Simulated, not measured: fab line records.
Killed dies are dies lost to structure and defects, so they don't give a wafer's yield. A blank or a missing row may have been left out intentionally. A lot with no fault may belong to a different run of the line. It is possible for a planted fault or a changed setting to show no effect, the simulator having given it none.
Chamber matching | flow n5-finfet | N5_BEOL_M5_ETCH_61 on rie-diel-06: 4 sister chambers
The step etches SiARC in CF4, target depth 15.6 nm, time 26 s. 8 wafers are shown with their chamber, then 10 later ones without.

## WAFERS WITH THEIR CHAMBER
wafer  | chamber | drypump-motor-current-A (A) | throttle-valve-pct (%)
L077.4 | 1       | 5.3                         | 15.62
L079.3 | 1       | 5.3                         | 15.62
L080.2 | 0       | 6.2                         | 15.33
L080.4 | 0       | 6.2                         | 15.34
L080.5 | 3       | 5.0                         | 15.76
L080.6 | 2       | 5.8                         | 15.94
L083.1 | 3       | 5.0                         | 15.75
L083.2 | 2       | 5.7                         | 15.91

## WAFERS MISSING THEIR CHAMBER
wafer  | drypump-motor-current-A (A) | throttle-valve-pct (%)
L083.6 | 6.2                         | 15.33
L086.1 | 5.8                         | 15.92
L086.2 | 5.0                         | 15.81
L086.3 | 6.2                         | 15.36
L086.4 | 5.3                         | 15.65
L086.5 | 6.2                         | 15.36
L086.6 | 5.3                         | 15.63
L090.3 | 5.3                         | 15.66
L090.4 | 5.0                         | 15.80
L090.6 | 5.8                         | 15.94

## WHICH CHAMBER EACH WENT THROUGH
wafer  | from the rows above | in truth
L083.6 | 0                   | 0
L086.1 | 2                   | 2
L086.2 | 3                   | 3
L086.3 | 0                   | 0
L086.4 | 1                   | 1
L086.5 | 0                   | 0
L086.6 | 1                   | 1
L090.3 | 1                   | 1
L090.4 | 3                   | 3
L090.6 | 2                   | 2
10 of 10 placed correctly. Not placeable from these rows: 0. 0 placed wrongly.
How it was worked out, from the rows above alone: a wafer's distance from a chamber is the root of the sum, over the readings, of the square of ((its reading less the chamber's mean) divided by the reading's scatter). If the next closest chamber is less than 2 further off than the closest, the wafer can't be placed; otherwise it belongs to the closest. For every chamber, the mean is computed from those of its wafers that are shown. How the scatter is found: for the shown wafers, subtract from each reading the mean of its chamber, square and add these, divide the total by (wafers less chambers), then take the root.
